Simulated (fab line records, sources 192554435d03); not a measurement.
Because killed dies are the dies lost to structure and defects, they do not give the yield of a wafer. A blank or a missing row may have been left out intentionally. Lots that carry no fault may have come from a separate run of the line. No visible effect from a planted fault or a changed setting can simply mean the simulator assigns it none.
The tool behind it: which one? -- flow n5_finfet -- Sampling: 24 lots, 72 wafers, 2 of 1938 route steps

WHAT THE GAUGES READ, wafer by wafer
N5_BEOL_M2_INSPECT_13: inspects for defects (brightfield).
lot,measured,on,raw_defect_count
L075,day 7 09:29,defect_inspect-02,362 483 289
L074,day 7 09:35,defect_inspect-02,463 382 448
L076,day 7 10:32,defect_inspect-02,382 446 414
L077,day 7 15:16,defect_inspect-01,408 512 388
L078,day 7 15:31,defect_inspect-01,454 265 282
L079,day 7 21:40,defect_inspect-02,500 392 438
L080,day 8 11:17,defect_inspect-01,372 351 359
L081,day 8 15:05,defect_inspect-01,279 355 330
L082,day 8 20:11,defect_inspect-01,444 398 340
L083,day 9 04:22,defect_inspect-02,400 333 414
L084,day 9 10:18,defect_inspect-01,364 340 318
L085,day 9 20:32,defect_inspect-01,561 599 655
L087,day 9 21:49,defect_inspect-02,520 459 403
L086,day 9 22:16,defect_inspect-01,391 400 438
L088,day 10 03:51,defect_inspect-02,470 474 361
L089,day 10 07:26,defect_inspect-02,348 516 545
L090,day 10 12:25,defect_inspect-01,331 417 388
L092,day 10 22:15,defect_inspect-02,480 529 559
L091,day 10 23:29,defect_inspect-01,588 524 553
L093,day 11 04:58,defect_inspect-01,420 531 344
L094,day 11 12:34,defect_inspect-02,610 662 469
L095,day 11 18:43,defect_inspect-01,430 572 432
L096,day 12 08:11,defect_inspect-01,493 286 330
L097,day 12 12:35,defect_inspect-02,572 591 555

N5_BEOL_M2_OVL_MEAS_29.
lot,measured,on,V1_OVL (nm)
L075,day 7 10:32,overlay-01,0.3 1.1 0.3
L074,day 7 10:43,overlay-01,0.7 0.6 1.5
L076,day 7 11:22,overlay-02,0.1 0.8 0.0
L077,day 7 16:13,overlay-02,-0.1 1.0 1.7
L078,day 7 16:38,overlay-01,-0.4 -0.5 -1.7
L079,day 7 22:29,overlay-02,-0.8 -0.2 0.4
L080,day 8 12:18,overlay-02,-0.2 0.8 0.3
L081,day 8 16:37,overlay-02,0.7 0.6 0.8
L082,day 8 21:00,overlay-01,-0.5 0.4 -0.4
L083,day 9 05:19,overlay-02,1.5 0.2 1.7
L084,day 9 11:19,overlay-02,0.8 0.4 0.4
L085,day 9 21:31,overlay-02,0.9 0.2 0.5
L087,day 9 22:56,overlay-01,0.4 0.1 0.5
L086,day 9 23:14,overlay-01,0.4 0.2 1.2
L088,day 10 04:55,overlay-01,0.5 0.3 0.3
L089,day 10 08:16,overlay-02,1.7 1.4 1.2
L090,day 10 13:19,overlay-01,0.7 1.0 0.5
L092,day 10 23:08,overlay-02,0.5 1.0 0.9
L091,day 11 00:19,overlay-02,1.2 -1.2 0.7
L093,day 11 05:46,overlay-01,-0.2 -1.0 -0.4
L094,day 11 13:46,overlay-02,-0.6 -2.0 -0.2
L095,day 11 19:52,overlay-02,0.4 1.1 0.0
L096,day 12 09:28,overlay-01,-0.7 -0.4 -0.4
L097,day 12 13:34,overlay-01,0.1 -0.3 -0.1

WHICH TOOL RAN EACH LOT (tool, then ch and the chambers of the sampled wafers, then the start)
No process step before these readings appears in the record.

AS READ BY THE TOOLS THEMSELVES (means over the sampled wafers that have a number; for cases with no such wafer, the mark the record gives instead)
The record holds no such reading with a usual standard deviation.

THE ANSWER, worked out from the rows above alone
Rule: what is usual is taken from the lots themselves. Put in order of their means at a reading, lots are off if they are a third of the lots or fewer, leave a main group of 4 or more, and stand apart from it by a gap of 3 or more times the standard deviation of the main group's means; of several such gaps the widest counts. A main group whose means are all the same, to the digits that the tables above print for the reading, isn't used. A lot without any number at a reading at which 4 lots or more have one is off too. Any other lot the step has rows for is counted as sound. First the gauges in route order, then the tools' own readings, where a lot's mean is used as printed above. At the first step where some lot is off, the reading lying furthest off is the one used; lots without a number count as furthest.
None of the lots is off at any reading shown; this tells nothing.

WHAT THE SIMULATOR PUT IN
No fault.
